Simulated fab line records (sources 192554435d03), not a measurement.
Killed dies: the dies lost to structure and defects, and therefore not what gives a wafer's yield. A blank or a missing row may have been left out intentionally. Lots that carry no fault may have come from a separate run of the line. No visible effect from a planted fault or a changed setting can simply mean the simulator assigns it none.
fab line records    flow n5Finfet
record lots=7  wafers=19  lastDay=18
route steps=1938 shown GATE_CUT@491 BEOL_M4@1111 PASSIVATION@1936
lots that met no fault: from a run of the same line without faults
startH: start of the lot's first displayed wafer, in hours after the record's first day    waitH: hours from the lot's prior step to this one    " the same as in the row above    L1.1+2: a single row standing in for several wafers    - no value, or no start was given    * or withheld: withheld    < > ~ a bound
route shown NAME@n: names a module that has steps shown in the file, with the first one's number in the route    usual: average and standard deviation across the fault-free wafers    same: alike in all rows    chamber/n: place in a boat    sites: readings site by site    _std_site: their standard deviation    _edge_site: inner sites' mean taken away from outer sites' mean    radiusMm: for every site, how far away it sits from the centre of the wafer    mask NAME#n: copy n    behind: the tool/chamber that last shaped the wafer    hold: what put the lot on hold/how long, in hours/how the hold closed    device: which transistor (n, p or np) failed to switch    end of line: tests run on the same wafers once the route is complete    a step without rows: its recipe alone    killed: dies lost to structure and defects at the first sort, not the wafer's yield    map: the dies of a wafer, with x for killed, . for not killed, _ for no die there
set.NAME: the setting the step ran with; set.NAME@STEP: the setting that earlier step ran with    model.NAME: the simulator's own value behind a step, which no gauge read
a table for each step, a row for each wafer; lots at some steps of the route
services: a tool's chamber out of use, with start hour (startH, from the record's first day; less than 0 if before it), hours out, and reason
## steps
# step N5_GATE_CUT_ETCH_28
# recipe chemistry=N2/H2  target=underlayer  targetDepthA=130  maskMaterial=CAR-EUV  timeS=10.4  ionEnergyEv=200  pressureMtorr=30  sourceW=840  biasW=150  n2FlowSccm=200  h2FlowSccm=200  ends=cleared
# usual chamberPressureMTorr=29.998/0.03  drypumpMotorCurrentA=5.87/0.3  etchRfOnTimeS=10.34/0.18  oesProductAu=0.70/0.067  rfVppV=525.8/2.3  showerheadPlenumPTorr=2.61/0.072  throttleValvePct=17.86/0.23
lot.wafer  tool        chamber  startH  waitH  chamberPressureMTorr  drypumpMotorCurrentA  etchRfOnTimeS  oesProductAu  rfHoursCounterH  rfVppV  showerheadPlenumPTorr  throttleValvePct
L235.1     rieDiel-05  0        89.66   0.0    29.977                6.12                  10.26          0.67          140              525.5   2.66                   17.69
L235.5     "           1        "       "      30.021                5.74                  10.30          0.79          -                522.8   2.59                   17.72
L235.6     "           0        "       "      30.030                6.11                  10.20          0.66          -                526.0   2.66                   17.71
L239.3     rieDiel-04  0        114.10  0.0    29.976                5.86                  10.12          0.65          150              526.1   2.64                   17.75
L239.5     "           0        "       "      29.990                5.86                  10.13          0.65          -                525.7   2.64                   17.77
L244.3     rieDiel-05  1        144.80  0.0    29.956                5.76                  10.29          0.77          35               525.2   2.59                   17.76
L244.5     "           1        "       "      29.967                5.76                  10.43          0.76          -                524.3   2.59                   17.76
L244.6     "           2        "       "      30.014                6.36                  10.60          0.66          -                526.8   2.67                   18.27
L245.5     rieDiel-03  2        155.98  0.0    30.002                5.44                  10.21          0.68          -                524.1   2.57                   17.96
L245.6     "           3        "       "      29.981                5.77                  10.42          0.80          -                526.5   2.60                   17.74
L249.3     rieDiel-05  3        174.81  0.0    30.011                6.10                  10.36          0.73          62               527.4   2.69                   17.86
L249.4     "           0        "       "      30.055                6.09                  10.42          0.64          162              527.1   2.65                   17.74
L249.6     "           3        "       "      29.993                6.13                  10.35          0.71          -                528.6   2.69                   17.84
L254.2     rieDiel-05  1        206.50  0.0    29.958                5.76                  10.35          0.74          57               526.4   2.58                   17.79
L254.3     "           3        "       "      29.965                6.08                  10.32          0.71          74               527.7   2.68                   17.88
L254.4     "           3        "       "      29.986                6.13                  10.51          0.71          -                527.4   2.68                   17.88
L255.2     rieDiel-05  2        212.52  0.0    30.001                6.34                  10.43          0.65          159              526.3   2.66                   18.31
L255.3     "           0        "       "      29.994                6.06                  10.11          0.64          175              526.5   2.64                   17.78
L255.4     "           3        "       "      29.972                6.09                  10.29          0.71          75               527.4   2.68                   17.88
# step N5_GATE_CUT_ETCH_36
# recipe chemistry=CF4  target=SiARC  targetDepthA=130  maskMaterial=CAR-EUV  timeS=21.7  ionEnergyEv=80  pressureMtorr=40  sourceW=545  biasW=36  Ar_flow_sccm=100  cf4FlowSccm=100  ends=cleared
# step N5_GATE_CUT_ETCH_37
# recipe chemistry=N2/H2  target=SOC  targetDepthA=600  overetchA=120  maskMaterial=SiARC  tempC=40  timeS=90  ionEnergyEv=200  pressureMtorr=30  sourceW=840  biasW=150  n2FlowSccm=200  h2FlowSccm=200
# step N5_GATE_CUT_STRIP_38
# recipe chemistry=N2/H2  tempC=40  n2FlowSccm=200  h2FlowSccm=200  rfFrequencyHz=6e+07
# step N5_GATE_CUT_STRIP_39
# recipe chemistry=N2/H2  tempC=40  n2FlowSccm=200  h2FlowSccm=200  rfFrequencyHz=6e+07
# step N5_GATE_CUT_HM_OPEN_40
# recipe chemistry=C4F6/O2  target=SiO2  maskMaterial=SiARC  targetDepthA=1390  timeS=85.1  ionEnergyEv=250  pressureMtorr=30  sourceW=345  biasW=185  Ar_flow_sccm=300  C4F6_flow_sccm=10  O2_flow_sccm=10  ends=cleared
# step N5_GATE_CUT_STRIP_41
# recipe chemistry=CF4  resist=SiARC  powerW=300  biasPowerW=75  pressureMtorr=50  cf4FlowSccm=150  rfFrequencyHz=6e+07
# step N5_GATE_CUT_STRIP_42
# recipe chemistry=O2  powerW=400  tempC=40  pressureMtorr=30  rfFrequencyHz=6e+07  biasPowerW=0  overashFraction=0.3  o2FlowSccm=225
# usual chamberPressureMTorr=30.001/0.027  drypumpMotorCurrentA=5.9/0.3  o2FlowSccm=224.9/0.59  oesProductAu=0.82/0.078  rfVppV=3.6/0.51  showerheadPlenumPTorr=2.15/0.06  throttleValvePct=16.65/0.23
lot.wafer  tool        chamber  startH  waitH  chamberPressureMTorr  drypumpMotorCurrentA  o2FlowSccm  oesProductAu  rfHoursCounterH  rfVppV  showerheadPlenumPTorr  throttleValvePct
L235.1     rieDiel-05  0        89.87   0.0    29.981                6.1                   224.3       0.78          141              3.5     2.18                   16.50
L235.5     "           1        "       "      29.980                5.8                   225.2       0.93          -                4.3     2.13                   16.41
L235.6     "           0        "       "      29.985                6.1                   224.4       0.77          -                3.1     2.18                   16.50
L239.3     rieDiel-04  0        114.31  0.0    29.962                5.9                   224.2       0.76          150              3.4     2.19                   16.68
L239.5     "           0        "       "      30.003                5.9                   224.6       0.76          -                2.9     2.19                   16.66
L244.3     rieDiel-05  1        145.01  0.0    30.011                5.7                   225.8       0.90          35               3.7     2.12                   16.45
L244.5     "           1        "       "      30.008                5.7                   225.6       0.91          -                3.7     2.12                   16.44
L244.6     "           2        "       "      30.010                6.3                   225.2       0.77          -                3.8     2.20                   17.02
L245.5     rieDiel-03  2        156.20  0.0    29.985                5.4                   225.9       0.80          -                3.5     2.11                   16.66
L245.6     "           3        "       "      30.006                5.8                   224.2       0.93          -                4.2     2.13                   16.55
L249.3     rieDiel-05  3        175.02  0.0    29.979                6.1                   224.4       0.83          62               3.0     2.22                   16.65
L249.4     "           0        "       "      29.983                6.1                   225.4       0.76          162              3.5     2.17                   16.54
L249.6     "           3        "       "      29.960                6.1                   225.0       0.85          -                3.2     2.22                   16.65
L254.2     rieDiel-05  1        206.71  0.0    29.953                5.8                   225.7       0.86          57               2.8     2.12                   16.50
L254.3     "           3        "       "      30.040                6.1                   225.3       0.83          74               3.2     2.22                   16.67
L254.4     "           3        "       "      29.988                6.1                   225.2       0.84          -                3.5     2.22                   16.66
L255.2     rieDiel-05  2        212.73  0.0    29.946                6.3                   225.1       0.75          159              2.9     2.19                   17.06
L255.3     "           0        "       "      29.994                6.1                   224.2       0.75          176              3.2     2.17                   16.55
L255.4     "           3        "       "      30.026                6.1                   225.7       0.83          75               3.6     2.22                   16.68
# step N5_GATE_CUT_ETCH_19
# recipe chemistry=CH3F/O2  target=SiNx  maskMaterial=SiO2  targetDepthA=537  timeS=76.7  pressureMtorr=30  sourceW=395  biasW=73  Ar_flow_sccm=150  CH3F_flow_sccm=30  O2_flow_sccm=20  ionEnergyEv=120  ends=cleared
# step N5_GATE_CUT_CUT_ETCH_53
# recipe chemistry=SF6/Cl2  target=W  maskMaterial=SiO2  targetDepthA=792  pressureMtorr=8  icpW=900  biasW=80  SF6_flow_sccm=40  Cl2_flow_sccm=60  ends=cleared
# step N5_GATE_CUT_CUT_ETCH_54
# recipe chemistry=Cl2/BCl3  target=TiN  maskMaterial=SiO2  targetDepthA=967  pressureMtorr=10  icpW=1000  biasW=126  Cl2_flow_sccm=53.25  bcl3FlowSccm=21.75  Ar_flow_sccm=25  ends=cleared
# step N5_GATE_CUT_CUT_ETCH_55
# recipe chemistry=BCl3  target=HfO2  maskMaterial=SiO2  targetDepthA=32  ionEnergyEv=30  pressureMtorr=5  icpW=450  biasW=18  bcl3FlowSccm=80
# usual chamberPressureMTorr=5.001/0.011  drypumpMotorCurrentA=5.77/0.23  oesProductAu=0.80/0.096  throttleValvePct=32.9/0.48
lot.wafer  tool         chamber  startH  waitH  chamberPressureMTorr  drypumpMotorCurrentA  oesProductAu  rfHoursCounterH  throttleValvePct
L235.1     rieMetal-01  0        90.14   0.0    5.013                 5.60                  0.86          12               32.2
L235.5     "            1        "       "      4.991                 5.95                  0.71          -                33.7
L235.6     "            0        "       "      5.002                 5.60                  0.86          -                32.2
L239.3     rieMetal-02  1        114.59  0.0    4.997                 5.92                  0.98          -                32.7
L239.5     "            0        "       "      5.005                 5.55                  0.86          -                32.9
L244.3     rieMetal-02  0        145.28  0.0    4.996                 5.52                  0.84          -                32.9
L244.5     "            0        "       "      4.991                 5.56                  0.85          -                32.9
L244.6     "            1        "       "      4.999                 5.92                  0.93          -                32.7
L245.5     rieMetal-02  0        156.47  0.0    5.004                 5.48                  0.83          -                32.9
L245.6     "            1        "       "      5.003                 5.97                  0.93          -                32.7
L249.3     rieMetal-02  1        175.30  0.0    4.996                 5.92                  0.92          -                32.7
L249.4     "            0        "       "      4.999                 5.49                  0.83          -                32.9
L249.6     "            0        "       "      5.000                 5.49                  0.83          -                32.9
L254.2     rieMetal-01  0        206.98  0.0    4.986                 5.60                  0.82          24               32.2
L254.3     "            0        "       "      5.004                 5.61                  0.81          -                32.2
L254.4     "            1        "       "      4.997                 5.94                  0.69          -                33.7
L255.2     rieMetal-03  0        213.05  0.1    4.996                 5.46                  0.94          1                33.3
L255.3     "            1        "       "      4.997                 6.05                  0.73          -                33.0
L255.4     "            0        "       "      4.998                 5.45                  0.95          -                33.3
# step N5_GATE_CUT_ETCH_47
# recipe chemistry=Cl2/BCl3  target=SiO2  targetDepthA=100  pressureMtorr=10  icpW=1000  biasW=126  Cl2_flow_sccm=53.25  bcl3FlowSccm=21.75  Ar_flow_sccm=25
# usual chamberPressureMTorr=10.000/0.0093  drypumpMotorCurrentA=5.77/0.23  oesProductAu=0.80/0.096  throttleValvePct=22.64/0.25
lot.wafer  tool         chamber  startH  waitH  chamberPressureMTorr  drypumpMotorCurrentA  oesProductAu  rfHoursCounterH  throttleValvePct  model.SiO2_of_GATE_CUT_HM_DEP_46.thkNm  model.etch.depthNm
L235.1     rieMetal-01  0        90.17   0.0    9.999                 5.60                  0.88          12               22.42             106.4                                   10.36
L235.5     "            1        "       "      10.008                5.96                  0.72          -                23.03             107.6                                   9.692
L235.6     "            0        "       "      10.021                5.62                  0.87          -                22.39             107.2                                   10.28
L239.3     rieMetal-02  1        114.62  0.0    10.002                5.92                  0.99          -                22.31             106                                     10.11
L239.5     "            0        "       "      10.009                5.53                  0.86          -                22.56             107.2                                   10.21
L244.3     rieMetal-02  0        145.31  0.0    10.018                5.51                  0.85          -                22.56             107                                     10.15
L244.5     "            0        "       "      10.015                5.55                  0.85          -                22.57             109.6                                   10.14
L244.6     "            1        "       "      10.005                5.90                  1.19          -                22.34             106                                     14.49
L245.5     rieMetal-02  0        156.50  0.0    9.987                 5.51                  0.85          -                22.56             108.2                                   10.07
L245.6     "            1        "       "      9.989                 5.96                  1.19          -                22.33             101.8                                   14.51
L249.3     rieMetal-02  1        175.33  0.0    10.007                5.93                  0.92          -                22.33             103.4                                   10.11
L249.4     "            0        "       "      10.002                5.52                  0.83          -                22.58             105                                     10.01
L249.6     "            0        "       "      10.000                5.53                  1.07          -                22.57             102.8                                   14.47
L254.2     rieMetal-01  0        207.01  0.0    10.001                5.59                  0.81          24               22.44             106                                     10.04
L254.3     "            0        "       "      10.010                5.61                  0.82          -                22.45             104.6                                   10.11
L254.4     "            1        "       "      9.991                 5.97                  0.70          -                23.03             108.8                                   9.831
L255.2     rieMetal-03  0        213.09  0.0    9.996                 5.49                  0.94          1                22.78             105.8                                   9.882
L255.3     "            1        "       "      10.007                6.05                  0.74          -                22.76             106.2                                   9.931
L255.4     "            0        "       "      10.000                5.45                  0.96          -                22.78             108.4                                   9.913
# step N5_GATE_CUT_VAPOR_ETCH_48
# recipe chemistry=BCl3/Cl2  target=TiN  mode=isotropic
# step N5_GATE_CUT_VAPOR_ETCH_49
# recipe chemistry=BCl3/Cl2  target=TiAlC  mode=isotropic
# step N5_GATE_CUT_VAPOR_ETCH_51
# recipe chemistry=BCl3/Cl2  target=HfO2  mode=isotropic
# step N5_GATE_CUT_STRIP_21
# recipe chemistry=N2/H2  timeS=30  powerW=1000  tempC=250  pressureMtorr=withheld  n2FlowSccm=1750  h2FlowSccm=3250
# usual drypumpMotorCurrentA=6.0/0.36  heaterPowerW=324/21
lot.wafer  tool            chamber  startH  waitH  drypumpMotorCurrentA  heaterPowerW  rfHoursCounterH
L235.1     plasmaAsher-02  0        90.31   0.0    6.4                   346           93
L235.5     "               1        "       "      5.6                   302           -
L235.6     "               0        "       "      6.4                   346           -
L239.3     plasmaAsher-01  1        114.78  0.1    6.3                   325           -
L239.5     "               1        "       "      6.3                   323           -
L244.3     plasmaAsher-02  0        145.46  0.1    6.4                   346           -
L244.5     "               1        "       "      5.6                   293           -
L244.6     "               0        "       "      6.4                   348           -
L245.5     plasmaAsher-02  0        156.66  0.1    6.4                   345           -
L245.6     "               1        "       "      5.6                   299           -
L249.3     plasmaAsher-02  1        175.48  0.1    5.6                   302           -
L249.4     "               0        "       "      6.4                   349           -
L249.6     "               0        "       "      6.4                   348           -
L254.2     plasmaAsher-01  0        207.15  0.0    5.8                   324           57
L254.3     "               0        "       "      5.8                   330           -
L254.4     "               1        "       "      6.3                   326           -
L255.2     plasmaAsher-02  0        213.27  0.0    6.4                   349           118
L255.3     "               0        "       "      6.4                   352           -
L255.4     "               1        "       "      5.6                   302           -
# step N5_GATE_CUT_STRIP_29
# recipe chemistry=postEtchResidueRemover  timeS=60  tempC=25  removerPh=withheld  removerWaterWtPct=withheld  removerFluorideWtPct=withheld
# step N5_GATE_CUT_SRD_52
# recipe dry=ipaMarangoni  timeS=30  tempC=23  rinseLiquid=diw
# step N5_GATE_CUT_ALD_22
# recipe material=SiNx  targetThkA=160  tempC=400  aldPrecursorFamily=SiH2I2  aldCoReactant=N2/H2-plasma  pulseTimeS=1  aldCycles=320  purgeTimeS=2  coReactantPurgeTimeS=2  pressureTorr=2
# usual heaterPowerW=810/92  precursorPulseHeightRel=1.004/0.02
lot.wafer  tool       chamber  startH  waitH  heaterPowerW  precursorPulseHeightRel
L235.1     aldSin-04  2        90.86   0.4    637           1.061
L235.5     "          2        "       "      640           1.002
L235.6     "          1        "       "      791           1.024
L239.3     aldSin-03  2        115.37  0.5    850           1.001
L239.5     "          0        "       "      924           1.007
L244.3     aldSin-01  0        145.60  0.0    892           1.004
L244.5     "          1        "       "      837           1.008
L244.6     "          2        "       "      817           0.983
L245.5     aldSin-01  0        157.50  0.8    896           0.985
L245.6     "          2        "       "      786           1.017
L249.3     aldSin-01  2        175.61  0.0    810           1.020
L249.4     "          3        "       "      793           0.992
L249.6     "          1        "       "      824           0.984
L254.2     aldSin-01  3        207.65  0.4    802           1.008
L254.3     "          2        "       "      815           1.028
L254.4     "          1        "       "      832           1.007
L255.2     aldSin-04  0        213.42  0.0    891           1.012
L255.3     "          1        "       "      816           0.975
L255.4     "          3        "       "      755           0.973
# step N5_GATE_CUT_CMP_23
# recipe stopOn=SiO2  tOverpolishS=23.4  postCmpClean=alkalineBrush  downForcePsi=2.5  platenRpm=51.8  padVelocityMS=1.0307  targetThkNm=16
# usual edgeZonePressureFrac=1.000/0.0055  motorCurrentA=8.9/0.81  overpolishRunS=23.399/0.0088  padLifeWafers=1034/700  timeToEndpointS=20.2/2.5
# same tOverpolishS=23.4
lot.wafer  tool    chamber  startH  waitH  edgeZonePressureFrac  motorCurrentA  overpolishRunS  padLifeWafers  timeToEndpointS  model.SiO2_of_GATE_CUT_HM_DEP_46.thkNm
L235.1     cmp-03  1        92.42   0.8    0.992                 8.0            23.397          1694           22.9             104.2
L235.6     "       3        "       "      0.996                 9.7            23.404          -              18.2             105
L235.5     "       0        "       "      0.991                 8.9            23.392          -              19.4             105.4
L239.3     cmp-04  2        116.98  0.9    0.998                 9.3            23.390          1317           17.2             103.8
L239.5     "       0        "       "      0.994                 7.7            23.393          -              19.4             105.2
L244.3     cmp-03  3        147.16  0.8    0.995                 9.7            23.395          8              15.3             105
L244.5     "       1        "       "      0.993                 7.5            23.401          -              17.3             107.6
L244.6     "       2        "       "      0.994                 8.6            23.384          -              16.3             104
L245.6     cmp-03  2        158.41  0.2    1.005                 9.0            23.405          -              20.1             99.6
L245.5     "       3        "       "      1.000                 9.9            23.415          -              16.0             106.2
L249.3     cmp-02  0        177.14  0.8    0.997                 9.3            23.401          1069           22.1             101.2
L249.4     "       2        "       "      0.996                 11.1           23.419          1071           17.4             102.8
L249.6     "       0        "       "      1.006                 9.4            23.394          -              24.0             100.8
L254.2     cmp-03  1        209.14  0.8    1.004                 8.2            23.393          570            21.8             103.8
L254.3     "       3        "       "      0.996                 9.5            23.407          572            16.0             102.6
L254.4     "       0        "       "      1.004                 9.1            23.396          573            20.7             106.6
L255.4     cmp-04  0        214.91  0.8    0.997                 7.4            23.409          96             20.2             106.4
L255.2     "       1        "       "      1.003                 9.1            23.409          97             17.7             103.8
L255.3     "       2        "       "      1.000                 8.8            23.392          98             18.6             104.2
# step N5_GATE_CUT_THK_MEAS_24
# recipe reads=SiO2_of_GATE_CUT_HM_DEP_46+SiO2_flowable_of_ILD0_FCVD_FILL_01
# usual GC_FILL_THK=221.1/2.2
lot.wafer  tool          chamber  startH  waitH  GC_FILL_THK[nm]
L235.1     filmMetro-02  -        92.64   -      220.0
L235.5     "             -        "       "      220.7
L235.6     "             -        "       "      222.2
L239.3     filmMetro-01  -        117.16  -      218.5
L239.5     "             -        "       "      220.5
L244.3     filmMetro-02  -        147.39  -      221.7
L244.5     "             -        "       "      224.3
L244.6     "             -        "       "      219.4
L245.5     filmMetro-02  -        158.56  -      222.2
L245.6     "             -        "       "      216.2
L249.3     filmMetro-02  -        177.40  -      216.4
L249.4     "             -        "       "      219.3
L249.6     "             -        "       "      216.6
L254.2     filmMetro-01  -        209.43  -      220.2
L254.3     "             -        "       "      218.7
L254.4     "             -        "       "      221.9
L255.2     filmMetro-02  -        215.21  -      220.7
L255.3     "             -        "       "      219.6
L255.4     "             -        "       "      223.2
# step N5_BEOL_M4_RC_MEAS_101
# usual DIBL_N=35.8/1.7  DIBL_P=35.9/1.9  IOFF_N=0.151/0.028  IOFF_P=0.21/0.037  ION_N=673/12  ION_P=463/8.3  SS_N=71.4/0.59  SS_P=73.2/0.63  VT_N=250/3.2  VT_P=-250/3.7
lot.wafer  tool       chamber  startH  waitH  DIBL_N[mV/V]  DIBL_P[mV/V]  IOFF_N[nA/um]  IOFF_P[nA/um]  ION_N[uA/um]  ION_P[uA/um]  SS_N[mV/dec]  SS_P[mV/dec]  VT_N[mV]  VT_P[mV]
L235.1     prober-01  0        160.53  0.0    38.0          37.1          0.180          0.26           679           470           71.7          74.2          247       -243
L235.5     "          0        "       "      39.8          38.5          0.206          0.29           692           469           72.6          73.6          246       -242
L235.6     "          0        "       "      37.2          36.8          0.161          0.26           691           481           72.0          73.2          250       -246
L239.3     prober-01  0        195.84  0.3    35.1          33.0          0.125          0.20           665           461           71.3          72.5          253       -248
L239.5     "          0        "       "      35.7          35.4          0.159          0.24           687           478           70.3          72.7          247       -245
L244.3     prober-02  0        222.30  0.3    35.0          35.5          0.140          0.19           666           458           71.6          73.2          250       -248
L244.5     "          0        "       "      33.5          33.4          0.119          0.18           658           460           71.2          72.6          253       -250
L244.6     "          0        "       "      37.5          37.6          0.175          0.23           680           458           72.2          74.0          248       -248
L245.5     prober-01  0        233.36  0.6    33.9          35.5          0.132          0.17           666           457           71.4          72.9          253       -252
L245.6     "          0        "       "      33.1          33.3          0.112          0.14           667           454           70.6          72.7          253       -257
L249.3     prober-01  0        254.16  0.3    37.4          36.4          0.183          0.21           700           472           71.2          72.9          246       -248
L249.4     "          0        "       "      38.6          38.3          0.192          0.22           675           457           71.5          73.8          247       -250
L249.6     "          0        "       "      36.6          35.5          0.155          0.19           664           458           71.4          72.5          252       -251
L254.2     prober-01  0        286.09  0.2    33.3          33.2          0.122          0.16           657           459           70.9          73.0          255       -255
L254.3     "          0        "       "      35.6          36.3          0.153          0.20           664           458           71.4          73.7          250       -251
L254.4     "          0        "       "      32.7          32.6          0.113          0.16           665           463           70.5          73.1          257       -254
L255.2     prober-01  0        317.12  0.2    37.6          39.2          0.211          0.26           699           471           72.2          74.0          246       -247
L255.3     "          0        "       "      34.0          33.9          0.136          0.18           673           460           71.0          72.4          251       -252
L255.4     "          0        "       "      34.5          35.3          0.145          0.19           674           465           70.8          72.6          250       -250
# step N5_PASSIVATION_PROBE_49
# usual defectLimitedYield=91.4/1.5  killed_at_M0_to_M3=33/9.8  killed_at_M4_up=14/5.5  killedAtContacts=12/6.5  killedAtFrontEnd=38/11  killedAtOther=3/3.1  killedDies=101/17  killedOpen=66/13  killedShort=32/7.5  sort_bin_5_function=5.0/1  sort_bin_6_memory=3.2/0.69  sortNPass=1079/17  sortYieldPct=91.4/1.5
# same grossDies=1180  killedAtBackSide=0  sort_bin_4_leakage[%]=0  sort_bin_8_speed[%]=0
lot.wafer  tool       chamber  startH  waitH  defectLimitedYield[%]  killed_at_M0_to_M3  killed_at_M4_up  killedAtContacts  killedAtFrontEnd  killedAtOther  killedDies  killedOpen  killedShort  sort_bin_5_function[%]  sort_bin_6_memory[%]  sortNPass  sortYieldPct[%]
L239.3     prober-01  -        297.62  0.1    90.5                   33                  5                20                50                4              112         77          33           5.8                     3.2                   1068       90.5
L239.5     prober-01  -        297.72  0.2    87.3                   40                  16               33                60                1              150         92          55           7.2                     4.7                   1030       87.3
L244.3     prober-01  -        333.76  0.1    92.5                   36                  14               7                 26                5              88          59          23           4.1                     2.8                   1092       92.5
L244.5     prober-01  -        333.86  0.2    91.9                   34                  19               17                23                2              95          65          30           4.9                     2.7                   1085       91.9
L244.6     prober-01  -        333.91  0.3    92.5                   32                  20               5                 24                8              89          55          30           4.3                     2.9                   1091       92.5
L245.5     prober-01  -        339.02  0.2    92.0                   32                  21               5                 35                1              94          63          31           4.7                     2.9                   1086       92.0
L245.6     prober-01  -        339.07  0.3    93.2                   32                  14               7                 25                2              80          63          14           4.2                     2.4                   1100       93.2
L249.3     prober-02  -        365.70  0.1    93.6                   18                  17               8                 28                4              75          36          37           3.4                     2.7                   1105       93.6
L249.4     prober-02  -        365.75  0.2    90.0                   47                  14               4                 51                2              118         68          42           5.9                     3.3                   1062       90.0
L249.6     prober-02  -        365.85  0.3    93.3                   24                  10               8                 31                6              79          53          26           3.5                     3.0                   1101       93.3
L254.2     prober-01  -        397.18  1.4    92.7                   30                  11               20                20                5              86          63          23           3.7                     3.4                   1094       92.7
L254.3     prober-01  -        397.23  1.4    93.1                   36                  7                6                 22                11             82          51          29           3.9                     2.8                   1098       93.1
L254.4     prober-01  -        397.28  1.5    93.6                   29                  8                8                 28                3              76          51          25           3.8                     2.5                   1104       93.6
# killed by level:class
L239.3 STI_FIN_REVEAL:geometricParticle:open=16 MOL_CONTACT_COAG:geometricParticle:open=13 FIN_SAQP:geometricParticle:short=10 BEOL_M0_SAQP:geometricParticle:open=8 MOL_CONTACT_COAG:geometricParticle:short=7 BEOL_M3:geometricParticle:open=7 BEOL_M2:geometricParticle:open=6 FIN_SAQP:geometricParticle:open=5
L239.5 MOL_CONTACT_COAG:geometricParticle:open=27 STI_FIN_REVEAL:geometricParticle:open=15 GATE_CUT:geometricParticle:short=9 FIN_SAQP:geometricParticle:short=7 ILD0:geometricParticle:short=7 STI_FIN_REVEAL:geometricParticle:short=6 BEOL_M0:geometricParticle:open=6 ILD0:geometricParticle:open=6
L244.3 BEOL_M0_SAQP:geometricParticle:open=9 BEOL_M2:geometricParticle:open=9 MOL_CONTACT_COAG:geometricParticle:open=5 BEOL_M4:geometricParticle:open=5 DUMMY_GATE:geometricParticle:open=4 BEOL_M0_SAQP:geometricParticle:short=4 BEOL_M5:geometricParticle:open=4 BEOL_M7:geometricParticle:open=4
L244.5 BEOL_M1:geometricParticle:open=12 MOL_CONTACT_COAG:geometricParticle:open=9 MOL_CONTACT_COAG:geometricParticle:short=8 BEOL_M2:geometricParticle:open=8 BEOL_M5:geometricParticle:open=6 BEOL_M4:geometricParticle:open=5 STI_FIN_REVEAL:geometricParticle:open=4 DUMMY_GATE:geometricParticle:open=4
L244.6 BEOL_M0_SAQP:geometricParticle:open=8 BEOL_M0_SAQP:geometricParticle:short=8 FIN_SAQP:geometricParticle:open=6 BEOL_M4:geometricParticle:open=6 BEOL_M2:geometricParticle:open=6 BEOL_M5:geometricParticle:open=5 GATE_CUT:geometricParticle:short=4 FIN_SAQP:geometricParticle:short=3
L245.5 BEOL_M4:geometricParticle:open=12 STI_FIN_REVEAL:geometricParticle:open=9 BEOL_M1:geometricParticle:short=9 FIN_SAQP:geometricParticle:open=8 MOL_CONTACT_COAG:geometricParticle:open=5 BEOL_M1:geometricParticle:open=5 BEOL_M4:geometricParticle:short=5 STARTING-WAFER:geometricParticle:open=5
L245.6 BEOL_M4:geometricParticle:open=8 MOL_CONTACT_COAG:geometricParticle:open=7 BEOL_M2:geometricParticle:open=7 BEOL_M0_SAQP:geometricParticle:open=6 BEOL_M1:geometricParticle:open=6 STI_FIN_REVEAL:geometricParticle:open=5 FIN_SAQP:geometricParticle:open=4 BEOL_M0_SAQP:geometricParticle:short=4
L249.3 MOL_CONTACT_COAG:geometricParticle:open=8 BEOL_M0_SAQP:geometricParticle:short=8 FIN_SAQP:geometricParticle:short=5 GATE_CUT:geometricParticle:short=5 BEOL_M4:geometricParticle:open=4 BEOL_M4:geometricParticle:short=4 ILD0:geometricParticle:short=3 BEOL_M0_SAQP:geometricParticle:open=3
L249.4 BEOL_M3:geometricParticle:open=17 GATE_CUT:geometricParticle:short=12 BEOL_M0_SAQP:geometricParticle:open=9 BEOL_M0_SAQP:geometricParticle:short=8 HKMG_FIN:areaEtch=7 STARTING-WAFER:geometricParticle:open=6 FIN_SAQP:geometricParticle:open=5 STI_FIN_REVEAL:geometricParticle:open=5
L249.6 GATE_CUT:geometricParticle:short=9 BEOL_M0_SAQP:geometricParticle:open=9 FIN_SAQP:geometricParticle:open=8 MOL_CONTACT_COAG:geometricParticle:open=7 BEOL_M0_SAQP:geometricParticle:short=6 BEOL_M3:geometricParticle:open=5 FIN_SAQP:geometricParticle:short=3 STI_FIN_REVEAL:geometricParticle:open=3
L254.2 MOL_CONTACT_COAG:geometricParticle:open=19 BEOL_M3:geometricParticle:open=7 BEOL_M4:geometricParticle:open=7 BEOL_M0_SAQP:geometricParticle:open=6 BEOL_M1:geometricParticle:open=6 DUMMY_GATE:geometricParticle:open=5 STI_FIN_REVEAL:geometricParticle:open=4 BEOL_M0_SAQP:geometricParticle:short=4
L254.3 BEOL_M0_SAQP:geometricParticle:short=13 BEOL_M0_SAQP:geometricParticle:open=13 PAD_METAL:geometricParticle:open=8 FIN_SAQP:geometricParticle:open=6 MOL_CONTACT_COAG:geometricParticle:open=5 GATE_CUT:geometricParticle:short=4 BEOL_M3:geometricParticle:open=4 FIN_SAQP:geometricParticle:short=3
L254.4 BEOL_M2:geometricParticle:open=10 FIN_SAQP:geometricParticle:open=6 FIN_SAQP:geometricParticle:short=6 STI_FIN_REVEAL:geometricParticle:open=6 MOL_CONTACT_COAG:geometricParticle:open=5 GATE_CUT:geometricParticle:open=4 BEOL_M0_SAQP:geometricParticle:short=4 BEOL_M0:geometricParticle:open=4
## services
tool            chamber  startH  hours  kind
cmp-04          -        66.42   5.0    pm
rieMetal-01     0        67.72   12.7   repair
rieDiel-03      0        68.69   27.3   repair
aldSin-01       3        78.59   10.8   repair
rieMetal-02     1        82.94   -      clean
cmp-04          -        83.03   2.3    repair
aldSin-03       -        85.31   14.0   pm
rieMetal-03     -        88.78   2.8    pm
rieDiel-05      0        92.10   4.1    repair
rieDiel-03      0        99.83   13.6   repair
aldSin-04       2        105.94  1.3    repair
cmp-03          -        111.77  2.7    repair
rieDiel-05      -        127.03  0.2    repair
cmp-03          -        141.57  4.0    pm
aldSin-01       3        153.20  4.7    repair
aldSin-04       -        159.72  0.6    repair
rieDiel-05      1        162.56  1.5    repair
rieMetal-03     0        168.32  7.0    repair
rieMetal-02     -        170.58  0.4    repair
plasmaAsher-01  -        173.31  4.0    repair
plasmaAsher-02  -        188.12  2.7    repair
rieDiel-04      -        193.45  0.5    repair
rieDiel-05      2        195.74  11.3   repair
cmp-04          -        197.84  4.0    pm
## key
firstSign step=N5_GATE_CUT_ETCH_47  reading=oesProductAu  direction=up  sigmas=3.6  usual=0.80  struck=1.15
effect none on later readings
modelEffect step=N5_GATE_CUT_ETCH_47  value=SiO2_of_GATE_CUT_HM_DEP_46.thkNm  without=108  struck=103.5
modelEffect step=N5_GATE_CUT_CMP_23  value=SiO2_of_GATE_CUT_HM_DEP_46.thkNm  without=105.9  struck=101.5
metAt N5_GATE_CUT_ETCH_47
struckWafers L244.6,L245.6,L249.6
onsetBetween 114.62 145.31
fault kind=processParameterDrift  tool=rieMetal-02  chamber=-  onsetH=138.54  steps=N5_GATE_CUT_ETCH_47  channel=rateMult  offset=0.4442  shape=step  endH=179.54  scope=struckWafersOnly
